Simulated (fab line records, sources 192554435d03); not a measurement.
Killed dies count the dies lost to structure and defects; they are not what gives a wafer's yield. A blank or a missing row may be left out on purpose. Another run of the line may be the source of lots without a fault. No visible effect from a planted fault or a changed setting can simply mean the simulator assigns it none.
Split-lot study || flow n5 finfet || route with 1938 steps; 7 lots, 21 wafers read

SPLIT DETAILS
At N5_BEOL_M10_COAT_22 (resist thk 90 nm), the setting spin rpm was moved away from the recipe's 1500 rpm on 7 of the 21 wafers read, by -8.9% to +9.3%. All remaining wafers had this setting at the recipe value.

FROM THE SPLIT TO THE READING: what the file shows between them, 6 steps
- N5_BEOL_M10_EBR_24
- N5_BEOL_M10_SOFTBAKE_23: time 60 s
- N5_BEOL_M10_EXPOSE_25: exposes mask V9
- N5_BEOL_M10_PEB_26: peb time 60 s
- N5_BEOL_M10_DEVELOP_27: develop time 30 s
- N5_BEOL_M10_DESCUM_33: chemistry O2, time 7.9 s

THE READING
CAR-ArF_of_BEOL_M10_COAT_22.thk nm (the simulator's own value, which no gauge read), in nm, at N5_BEOL_M10_ETCH_65 (etches SiARC in CF4, target depth 39 nm, time 65 s). There is no usual value for it anywhere in the file. Across the 14 wafers here that went through the recipe, the average is 55.4 nm and the standard deviation 0.51 nm.

{"wafer": "L076.3", "tool, chamber at the split": "litho track-04, 0", "spin rpm as run, rpm": 1500, "against the recipe": "recipe", "CAR-ArF_of_BEOL_M10_COAT_22.thk nm, nm": 54, "against lot-mates on the recipe": "-"}
{"wafer": "L076.5", "tool, chamber at the split": "litho track-04, 0", "spin rpm as run, rpm": 1500, "against the recipe": "recipe", "CAR-ArF_of_BEOL_M10_COAT_22.thk nm, nm": 55.2, "against lot-mates on the recipe": "-"}
{"wafer": "L076.6", "tool, chamber at the split": "litho track-04, 0", "spin rpm as run, rpm": 1500, "against the recipe": "recipe", "CAR-ArF_of_BEOL_M10_COAT_22.thk nm, nm": 55.2, "against lot-mates on the recipe": "-"}
{"wafer": "L080.2", "tool, chamber at the split": "litho track-02, 0", "spin rpm as run, rpm": 1500, "against the recipe": "recipe", "CAR-ArF_of_BEOL_M10_COAT_22.thk nm, nm": 55.6, "against lot-mates on the recipe": "-"}
{"wafer": "L080.5", "tool, chamber at the split": "litho track-02, 0", "spin rpm as run, rpm": 1500, "against the recipe": "recipe", "CAR-ArF_of_BEOL_M10_COAT_22.thk nm, nm": 55.6, "against lot-mates on the recipe": "-"}
{"wafer": "L080.6", "tool, chamber at the split": "litho track-02, 0", "spin rpm as run, rpm": 1500, "against the recipe": "recipe", "CAR-ArF_of_BEOL_M10_COAT_22.thk nm, nm": 55.6, "against lot-mates on the recipe": "-"}
{"wafer": "L082.3", "tool, chamber at the split": "litho track-04, 0", "spin rpm as run, rpm": 1588, "against the recipe": "+5.9%", "CAR-ArF_of_BEOL_M10_COAT_22.thk nm, nm": 53, "against lot-mates on the recipe": "no lot-mate on the recipe"}
{"wafer": "L082.5", "tool, chamber at the split": "litho track-04, 0", "spin rpm as run, rpm": 1588, "against the recipe": "+5.9%", "CAR-ArF_of_BEOL_M10_COAT_22.thk nm, nm": 52, "against lot-mates on the recipe": "no lot-mate on the recipe"}
{"wafer": "L082.6", "tool, chamber at the split": "litho track-04, 0", "spin rpm as run, rpm": 1588, "against the recipe": "+5.9%", "CAR-ArF_of_BEOL_M10_COAT_22.thk nm, nm": 52, "against lot-mates on the recipe": "no lot-mate on the recipe"}
{"wafer": "L084.1", "tool, chamber at the split": "litho track-04, 0", "spin rpm as run, rpm": 1640, "against the recipe": "+9.3%", "CAR-ArF_of_BEOL_M10_COAT_22.thk nm, nm": 50.2, "against lot-mates on the recipe": -5.5}
{"wafer": "L084.2", "tool, chamber at the split": "litho track-04, 0", "spin rpm as run, rpm": 1500, "against the recipe": "recipe", "CAR-ArF_of_BEOL_M10_COAT_22.thk nm, nm": 55.8, "against lot-mates on the recipe": "-"}
{"wafer": "L084.6", "tool, chamber at the split": "litho track-04, 0", "spin rpm as run, rpm": 1500, "against the recipe": "recipe", "CAR-ArF_of_BEOL_M10_COAT_22.thk nm, nm": 55.6, "against lot-mates on the recipe": "-"}
{"wafer": "L094.1", "tool, chamber at the split": "litho track-03, 0", "spin rpm as run, rpm": 1500, "against the recipe": "recipe", "CAR-ArF_of_BEOL_M10_COAT_22.thk nm, nm": 55.2, "against lot-mates on the recipe": "-"}
{"wafer": "L094.4", "tool, chamber at the split": "litho track-03, 0", "spin rpm as run, rpm": 1500, "against the recipe": "recipe", "CAR-ArF_of_BEOL_M10_COAT_22.thk nm, nm": 55.2, "against lot-mates on the recipe": "-"}
{"wafer": "L094.5", "tool, chamber at the split": "litho track-03, 0", "spin rpm as run, rpm": 1500, "against the recipe": "recipe", "CAR-ArF_of_BEOL_M10_COAT_22.thk nm, nm": 55, "against lot-mates on the recipe": "-"}
{"wafer": "L089.1", "tool, chamber at the split": "litho track-03, 0", "spin rpm as run, rpm": 1366, "against the recipe": "-8.9%", "CAR-ArF_of_BEOL_M10_COAT_22.thk nm, nm": 59.8, "against lot-mates on the recipe": "+3.4"}
{"wafer": "L089.4", "tool, chamber at the split": "litho track-03, 0", "spin rpm as run, rpm": 1366, "against the recipe": "-8.9%", "CAR-ArF_of_BEOL_M10_COAT_22.thk nm, nm": 60, "against lot-mates on the recipe": "+3.6"}
{"wafer": "L089.6", "tool, chamber at the split": "litho track-03, 0", "spin rpm as run, rpm": 1500, "against the recipe": "recipe", "CAR-ArF_of_BEOL_M10_COAT_22.thk nm, nm": 56.4, "against lot-mates on the recipe": "-"}
{"wafer": "L091.3", "tool, chamber at the split": "litho track-03, 0", "spin rpm as run, rpm": 1500, "against the recipe": "recipe", "CAR-ArF_of_BEOL_M10_COAT_22.thk nm, nm": 55.2, "against lot-mates on the recipe": "-"}
{"wafer": "L091.4", "tool, chamber at the split": "litho track-03, 0", "spin rpm as run, rpm": 1500, "against the recipe": "recipe", "CAR-ArF_of_BEOL_M10_COAT_22.thk nm, nm": 55.6, "against lot-mates on the recipe": "-"}
{"wafer": "L091.5", "tool, chamber at the split": "litho track-03, 0", "spin rpm as run, rpm": 1604, "against the recipe": "+6.9%", "CAR-ArF_of_BEOL_M10_COAT_22.thk nm, nm": 52, "against lot-mates on the recipe": -3.4}

FIT RESULTS
A straight line over all 21 wafers: CAR-ArF_of_BEOL_M10_COAT_22.thk nm changes by -0.517 nm for each +1% of spin rpm; r = -0.98; the points scatter about the line by 0.49 nm.
The same after taking each lot's own level away (the mean of its wafers on the recipe; 18 wafers): -0.467 nm for each +1%; r = -0.98; scatter 0.43 nm.
On that fit, the largest move of spin rpm shifts the reading by 4.4 nm.
From 54.80 to 56.40 nm: that is the span of the lots' own levels, equal to 3.1 times the standard deviation above.
So the lot-to-lot level changes the slope: the two fits differ.
Check: with one of the wafers moved furthest among these (+9.3%) left out of the fit, the line predicts -3.95 nm for it against its lot-mates. Against them it came out at -5.5 nm.

THE WHOLE CHAIN: every reading that the file lists as answering this split, in the file's order
{"step": "N5_BEOL_M10_COAT_22", "what it does": "resist thk 90 nm", "reading": "CAR-ArF_of_BEOL_M10_COAT_22.thk nm (the simulator's own value, which no gauge read)", "change (the file's fit)": "-0.465 nm for each +1% of the setting", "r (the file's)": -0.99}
{"step": "N5_BEOL_M10_DEVELOP_27", "what it does": "develop time 30 s", "reading": "CAR-ArF_of_BEOL_M10_COAT_22.thk nm (the simulator's own value, which no gauge read)", "change (the file's fit)": "-0.457 nm for each +1% of the setting", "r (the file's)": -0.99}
{"step": "N5_BEOL_M10_ETCH_65", "what it does": "etches SiARC in CF4, target depth 39 nm, time 65 s", "reading": "CAR-ArF_of_BEOL_M10_COAT_22.thk nm (the simulator's own value, which no gauge read)", "change (the file's fit)": "-0.494 nm for each +1% of the setting", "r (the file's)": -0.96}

FILE'S OWN FIT
CAR-ArF_of_BEOL_M10_COAT_22.thk nm changes by -0.494 nm for each +1% of spin rpm, r = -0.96.
